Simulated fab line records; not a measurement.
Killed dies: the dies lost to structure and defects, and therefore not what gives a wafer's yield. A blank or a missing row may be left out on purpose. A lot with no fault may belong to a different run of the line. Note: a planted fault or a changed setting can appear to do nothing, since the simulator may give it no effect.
fab line records | flow nandHarc
[record] lots = 14 | wafers = 39 | lastDay = 24
route steps=1159 shown P_BONDPAD@364 A_ZERO_WELL@396
lots that met no fault: taken from a fault-free run of the same line
startH: start of the lot's first displayed wafer, in hours after the record's first day | waitH: time in hours since the lot's previous step | " as in the row above | L1.1+2: a row that stands for several wafers | - value missing, or start not given | * or withheld: withheld | < > ~ a bound
route shown NAME@n: a module of which the file shows steps, and the number in the route of the first | usual: the fault-free wafers' mean and standard deviation | same: alike in all rows | chamber/n: place in a boat | sites: per-site readings | _std_site: standard deviation of those values | _edge_site: mean of outer sites minus mean of inner sites | radiusMm: how far each site lies from the wafer's centre | mask NAME#n: copy n | behind: the most recent tool/chamber to have shaped the wafer | hold: why the lot went on hold/how many hours it stayed there/how the hold came to an end | device: the transistor (n, p or np) that didn't switch | end of line: tests run on the same wafers once the route is complete | where a step has no rows: the recipe by itself | killed: dies that structure and defects cost at the first sort, which is not the same as the wafer's yield | map: the dies of a wafer, with x for killed, . for not killed, _ for no die there
set.NAME: the setting the step ran with; set.NAME@STEP: the setting that earlier step ran with | model.NAME: the simulator's own value behind a step, which no gauge read
one table for each step of the route and one row for each wafer, over a sample of lots
services: when a tool's chamber went out of use (startH, in hours from the record's first day, below 0 if earlier), for how many hours, and the reason
[[steps]]
[step NHARC_P_BONDPAD_CD_MEAS_09]
[recipe] targetCdNm = 500 | landingEnergyEv = 500
[usual] cdNm = 499.5/2
[same] landingEnergyEv = 500
lot.wafer | tool     | chamber | startH | waitH | cdNm
L618.2    | cdSem-03 | 0       | 135.81 | -     | 500.2
L618.4    | "        | 0       | "      | "     | 503.0
L618.6    | "        | 0       | "      | "     | 502.1
L619.2    | cdSem-01 | 0       | 142.58 | -     | 497.3
L619.3    | "        | 0       | "      | "     | 498.1
L619.5    | "        | 0       | "      | "     | 497.5
L620.2    | cdSem-03 | 0       | 146.50 | -     | 501.1
L620.3    | "        | 0       | "      | "     | 497.7
L620.6    | "        | 0       | "      | "     | 495.3
L621.2    | cdSem-02 | 0       | 152.29 | -     | 501.3
L621.3    | "        | 0       | "      | "     | 498.5
L621.5    | "        | 0       | "      | "     | 500.6
L624.2    | cdSem-03 | 0       | 158.12 | -     | 496.0
L624.5    | "        | 0       | "      | "     | 498.4
L624.6    | "        | 0       | "      | "     | 500.5
L623.3    | cdSem-02 | 0       | 158.39 | -     | 496.0
L623.4    | "        | 0       | "      | "     | 501.3
L623.5    | "        | 0       | "      | "     | 500.6
L625.1    | cdSem-01 | 0       | 170.40 | -     | 499.2
L625.2    | "        | 0       | "      | "     | 501.4
L626.2    | cdSem-03 | 0       | 172.57 | -     | 500.4
L630.1    | cdSem-03 | 0       | 209.60 | -     | 498.5
L630.3    | "        | 0       | "      | "     | 500.0
L630.4    | "        | 0       | "      | "     | 499.3
L633.1    | cdSem-03 | 0       | 227.60 | -     | 499.2
L633.2    | "        | 0       | "      | "     | 499.4
L633.6    | "        | 0       | "      | "     | 499.6
L636.2    | cdSem-03 | 0       | 235.68 | -     | 498.9
L636.3    | "        | 0       | "      | "     | 499.2
L636.6    | "        | 0       | "      | "     | 500.0
L638.3    | cdSem-02 | 0       | 244.37 | -     | 497.5
L638.4    | "        | 0       | "      | "     | 501.8
L638.5    | "        | 0       | "      | "     | 501.8
L639.1    | cdSem-02 | 0       | 262.52 | -     | 501.6
L639.2    | "        | 0       | "      | "     | 500.5
L639.4    | "        | 0       | "      | "     | 499.9
L641.2    | cdSem-02 | 0       | 277.41 | -     | 500.9
L641.5    | "        | 0       | "      | "     | 497.6
L641.6    | "        | 0       | "      | "     | 499.8
[step NHARC_P_BONDPAD_STRIP_15]
[recipe] o2FlowSccm = 500 | arFlowSccm = 0 | biasW = 0 | chemistry = O2
[usual] drypumpMotorCurrentA = 5.9/0.42 | oesProductAu = 0.999/0.0088 | rfVppV = 57.6/0.89 | showerheadPlenumPTorr = 3.48/0.13 | throttleValvePct = 17.035/0.0095
lot.wafer | tool       | chamber | startH | waitH | drypumpMotorCurrentA | oesProductAu | rfHoursCounterH | rfVppV | showerheadPlenumPTorr | throttleValvePct
L618.4    | rieDiel-08 | 3       | 136.41 | 0.1   | 5.9                  | 0.986        | 0               | 56.7   | 3.39                  | 17.040
L618.2    | "          | 1       | "      | "     | 6.8                  | 0.996        | 1               | 56.7   | 3.43                  | 17.031
L618.6    | "          | 3       | "      | "     | 5.9                  | 0.981        | -               | 56.1   | 3.39                  | 17.016
L619.2    | rieDiel-13 | 1       | 143.18 | 0.1   | 5.4                  | 1.003        | 12              | 58.2   | 3.60                  | 17.014
L619.3    | "          | 3       | "      | "     | 5.8                  | 1.017        | 16              | 56.3   | 3.31                  | 17.027
L619.5    | "          | 2       | "      | "     | 5.5                  | 0.993        | -               | 57.7   | 3.33                  | 17.031
L620.2    | rieDiel-06 | 0       | 147.10 | 0.1   | 5.7                  | 0.998        | 27              | 58.2   | 3.38                  | 17.037
L620.3    | "          | 1       | "      | "     | 5.0                  | 0.995        | 31              | 56.2   | 3.46                  | 17.047
L620.6    | "          | 0       | "      | "     | 5.7                  | 0.996        | -               | 58.3   | 3.38                  | 17.032
L621.2    | rieDiel-08 | 3       | 152.93 | 0.1   | 5.9                  | 0.974        | 1               | 56.7   | 3.39                  | 17.042
L621.3    | "          | 0       | "      | "     | 5.8                  | 1.001        | 2               | 57.6   | 3.63                  | 17.027
L621.5    | "          | 2       | "      | "     | 6.0                  | 1.004        | -               | 57.7   | 3.58                  | 17.029
L624.2    | rieDiel-13 | 2       | 158.75 | 0.1   | 5.5                  | 1.003        | 18              | 57.9   | 3.33                  | 17.041
L624.6    | "          | 0       | "      | "     | 5.4                  | 0.996        | -               | 59.5   | 3.66                  | 17.028
L624.5    | "          | 1       | "      | "     | 5.4                  | 1.003        | -               | 56.7   | 3.59                  | 17.044
L623.3    | rieDiel-08 | 3       | 158.99 | 0.1   | 5.9                  | 0.988        | 2               | 57.7   | 3.39                  | 17.045
L623.4    | "          | 1       | "      | "     | 6.8                  | 0.992        | 2               | 57.8   | 3.43                  | 17.044
L623.5    | "          | 3       | "      | "     | 5.9                  | 0.992        | -               | 56.9   | 3.39                  | 17.030
L625.2    | rieDiel-08 | 1       | 171.09 | 0.1   | 6.8                  | 0.990        | 4               | 57.6   | 3.43                  | 17.036
L625.1    | "          | 2       | "      | "     | 6.0                  | 0.997        | 3               | 58.4   | 3.58                  | 17.035
L626.2    | rieDiel-08 | 3       | 173.17 | 0.1   | 5.9                  | 0.992        | 3               | 56.4   | 3.38                  | 17.022
L630.3    | rieDiel-08 | 1       | 210.24 | 0.1   | 6.8                  | 0.993        | 7               | 55.7   | 3.43                  | 17.040
L630.1    | "          | 2       | "      | "     | 6.0                  | 1.002        | 7               | 57.7   | 3.58                  | 17.025
L630.4    | "          | 3       | "      | "     | 5.9                  | 0.997        | 6               | 57.9   | 3.38                  | 17.034
L633.1    | rieDiel-08 | 1       | 228.21 | 0.1   | 6.8                  | 1.002        | 10              | 54.8   | 3.42                  | 17.042
L633.2    | "          | 3       | "      | "     | 5.9                  | 0.992        | 9               | 57.5   | 3.38                  | 17.034
L633.6    | "          | 1       | "      | "     | 6.8                  | 0.994        | -               | 58.9   | 3.42                  | 17.018
L636.2    | rieDiel-13 | 2       | 236.29 | 0.1   | 5.5                  | 0.995        | 46              | 58.4   | 3.31                  | 17.024
L636.3    | "          | 1       | "      | "     | 5.4                  | 0.996        | 40              | 57.6   | 3.58                  | 17.051
L636.6    | "          | 3       | "      | "     | 5.8                  | 1.004        | -               | 56.4   | 3.29                  | 17.042
L638.4    | rieDiel-08 | 3       | 244.97 | 0.1   | 5.9                  | 0.990        | 11              | 58.4   | 3.38                  | 17.031
L638.3    | "          | 1       | "      | "     | 6.8                  | 0.994        | 11              | 57.4   | 3.43                  | 17.033
L638.5    | "          | 3       | "      | "     | 5.9                  | 0.987        | -               | 58.9   | 3.38                  | 17.047
L639.2    | rieDiel-08 | 0       | 263.32 | 0.1   | 5.8                  | 0.997        | 12              | 58.9   | 3.63                  | 17.043
L639.4    | "          | 2       | "      | "     | 6.0                  | 0.996        | 11              | 58.1   | 3.58                  | 17.025
L639.1    | "          | 3       | "      | "     | 5.9                  | 1.000        | 12              | 56.4   | 3.38                  | 17.026
L641.2    | rieDiel-08 | 1       | 278.02 | 0.1   | 6.8                  | 1.000        | 14              | 57.6   | 3.42                  | 17.041
L641.6    | "          | 0       | "      | "     | 5.8                  | 0.996        | -               | 57.5   | 3.63                  | 17.024
L641.5    | "          | 1       | "      | "     | 6.8                  | 0.995        | -               | 56.9   | 3.42                  | 17.031
[step NHARC_P_BONDPAD_PRE_CLEAN_26]
[recipe] timeS = 30 | tempC = 280 | gas = H2/He
[usual] heaterPowerW = 411/51
lot.wafer | tool          | chamber | startH | waitH | heaterPowerW
L618.4    | pvdSputter-02 | -       | -      | -     | 401
L618.2    | "             | -       | "      | "     | 389
L618.6    | "             | -       | "      | "     | 388
L619.3    | pvdSputter-03 | -       | -      | -     | 404
L619.2    | "             | -       | "      | "     | 381
L619.5    | "             | -       | "      | "     | 393
L620.3    | pvdSputter-03 | -       | -      | -     | 372
L620.2    | "             | -       | "      | "     | 399
L620.6    | "             | -       | "      | "     | 419
L621.3    | pvdSputter-02 | -       | -      | -     | 514
L621.2    | "             | -       | "      | "     | 370
L621.5    | "             | -       | "      | "     | 532
L624.2    | pvdSputter-03 | -       | -      | -     | 392
L624.5    | "             | -       | "      | "     | 364
L624.6    | "             | -       | "      | "     | 396
L623.4    | pvdSputter-02 | -       | -      | -     | 391
L623.3    | "             | -       | "      | "     | 381
L623.5    | "             | -       | "      | "     | 380
L625.1    | pvdSputter-02 | -       | -      | -     | 531
L625.2    | "             | -       | "      | "     | 374
L626.2    | pvdSputter-02 | -       | -      | -     | 518
L630.3    | pvdSputter-02 | -       | -      | -     | 400
L630.1    | "             | -       | "      | "     | 379
L630.4    | "             | -       | "      | "     | 379
L633.1    | pvdSputter-01 | -       | -      | -     | 392
L633.2    | "             | -       | "      | "     | 361
L633.6    | "             | -       | "      | "     | 429
L636.2    | pvdSputter-02 | -       | -      | -     | 397
L636.3    | "             | -       | "      | "     | 532
L636.6    | "             | -       | "      | "     | 368
L638.3    | pvdSputter-03 | -       | -      | -     | 398
L638.4    | "             | -       | "      | "     | 418
L638.5    | "             | -       | "      | "     | 407
L639.1    | pvdSputter-03 | -       | -      | -     | 366
L639.2    | "             | -       | "      | "     | 377
L639.4    | "             | -       | "      | "     | 414
L641.2    | pvdSputter-02 | -       | -      | -     | 398
L641.5    | "             | -       | "      | "     | 391
L641.6    | "             | -       | "      | "     | 539
[step NHARC_A_ZERO_WELL_SOFTBAKE_05]
[recipe] tempC = 125 | timeS = 70
[usual] exhaustPa = 44.8/0.96 | heaterPowerTotalW = 200.8/1.3
lot.wafer | tool          | chamber | startH | waitH | exhaustPa | heaterPowerTotalW
L618.2    | lithoTrack-05 | 0       | 139    | -     | 46.3      | 202.0
L618.4    | "             | 0       | "      | "     | 46.6      | 200.8
L618.6    | "             | 0       | "      | "     | 46.9      | 199.1
L619.2    | lithoTrack-03 | 0       | 146    | -     | 43.2      | 200.2
L619.3    | "             | 0       | "      | "     | 45.0      | 201.5
L619.5    | "             | 0       | "      | "     | 43.4      | 199.2
L620.2    | lithoTrack-07 | 0       | 150    | -     | 45.3      | 201.2
L620.3    | "             | 0       | "      | "     | 45.0      | 200.6
L620.6    | "             | 0       | "      | "     | 45.0      | 198.9
L621.2    | lithoTrack-03 | 0       | 155    | -     | 45.3      | 200.8
L621.3    | "             | 0       | "      | "     | 45.4      | 199.8
L621.5    | "             | 0       | "      | "     | 44.7      | 201.0
L624.2    | lithoTrack-03 | 0       | 161    | -     | 45.7      | 201.2
L624.5    | "             | 0       | "      | "     | 44.9      | 201.0
L624.6    | "             | 0       | "      | "     | 46.3      | 201.3
L623.3    | lithoTrack-07 | 0       | 162    | -     | 44.6      | 200.1
L623.4    | "             | 0       | "      | "     | 44.9      | 200.7
L623.5    | "             | 0       | "      | "     | 44.4      | 202.7
L625.1    | lithoTrack-03 | 0       | 174    | -     | 45.1      | 193.3
L625.2    | "             | 0       | "      | "     | 46.5      | 192.6
L626.2    | lithoTrack-03 | 0       | 176    | -     | 44.0      | 193.0
L630.1    | lithoTrack-07 | 0       | 213    | -     | 42.5      | 199.2
L630.3    | "             | 0       | "      | "     | 43.8      | 201.8
L630.4    | "             | 0       | "      | "     | 43.0      | 202.5
L633.1    | lithoTrack-07 | 0       | 231    | -     | 45.2      | 200.4
L633.2    | "             | 0       | "      | "     | 45.7      | 199.0
L633.6    | "             | 0       | "      | "     | 44.5      | 199.7
L636.2    | lithoTrack-07 | 0       | 239    | -     | 43.8      | 198.8
L636.3    | "             | 0       | "      | "     | 47.0      | 202.7
L636.6    | "             | 0       | "      | "     | 45.4      | 202.6
L638.3    | lithoTrack-07 | 0       | 248    | -     | 45.4      | 200.2
L638.4    | "             | 0       | "      | "     | 44.6      | 202.6
L638.5    | "             | 0       | "      | "     | 44.6      | 199.1
L639.1    | lithoTrack-03 | 0       | 266    | -     | 44.9      | 199.2
L639.2    | "             | 0       | "      | "     | 43.7      | 200.0
L639.4    | "             | 0       | "      | "     | 44.3      | 200.5
L641.2    | lithoTrack-07 | 0       | 281    | -     | 45.4      | 200.4
L641.5    | "             | 0       | "      | "     | 44.9      | 199.2
L641.6    | "             | 0       | "      | "     | 45.3      | 201.7
[[services]]
tool          | chamber | startH | hours | kind
rieDiel-13    | 2       | 119.04 | 3.8   | repair
rieDiel-08    | -       | 124.80 | 9.0   | pm
rieDiel-08    | 0       | 124.80 | 9.0   | ventCycle
rieDiel-08    | 1       | 124.80 | 9.0   | ventCycle
rieDiel-08    | 2       | 124.80 | 9.0   | ventCycle
rieDiel-08    | 3       | 124.80 | 9.0   | ventCycle
rieDiel-13    | 1       | 144.18 | 5.4   | repair
pvdSputter-01 | -       | 158.36 | 10.0  | pm
rieDiel-13    | 1       | 165.26 | 10.3  | repair
lithoTrack-07 | -       | 189.00 | 7.0   | pm
pvdSputter-03 | -       | 200.98 | 2.4   | repair
rieDiel-06    | -       | 209.21 | 0.9   | repair
lithoTrack-03 | -       | 213.00 | 7.0   | pm
pvdSputter-02 | -       | 214.02 | 10.0  | pm
rieDiel-06    | 3       | 214.06 | 39.4  | repair
rieDiel-08    | 2       | 217.48 | 6.4   | repair
lithoTrack-05 | -       | 237.01 | 7.0   | pm
rieDiel-06    | -       | 241.51 | 9.0   | pm
pvdSputter-01 | -       | 242.87 | 4.6   | repair
rieDiel-08    | 0       | 256.90 | 5.9   | repair
rieDiel-06    | 3       | 263.77 | 7.5   | repair
rieDiel-08    | 0       | 268.76 | 5.8   | repair
rieDiel-13    | -       | 270.66 | 0.1   | repair
pvdSputter-03 | -       | 280.00 | 10.0  | pm
[[key]]
[firstSign] step = NHARC_A_ZERO_WELL_SOFTBAKE_05 | reading = heaterPowerTotalW | direction = down | sigmas = 6 | usual = * | struck = *
effect none on later readings
metAt NHARC_A_ZERO_WELL_SOFTBAKE_05
struckLots L625,L626
testerLeftOut L625,L626
notActingAt NHARC_P_BONDPAD_CD_MEAS_09,NHARC_P_BONDPAD_STRIP_15,NHARC_P_BONDPAD_PRE_CLEAN_26
onsetBetween 161 174
[fault] kind = processParameterDrift | tool = lithoTrack-03 | chamber = - | onsetH = 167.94 | steps = NHARC_A_ZERO_WELL_SOFTBAKE_05 | channel = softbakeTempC | offset = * | shape = step | endH = 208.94 | actsIn = * | stated = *
// testerLeftOut: of these lots the tester's yield and bins aren't shown, on N5 and GAA mostly nor the transistor test; their killed dies are dies lost to structure and defects alone, not to doping, threshold or leakage, so they don't give the yield
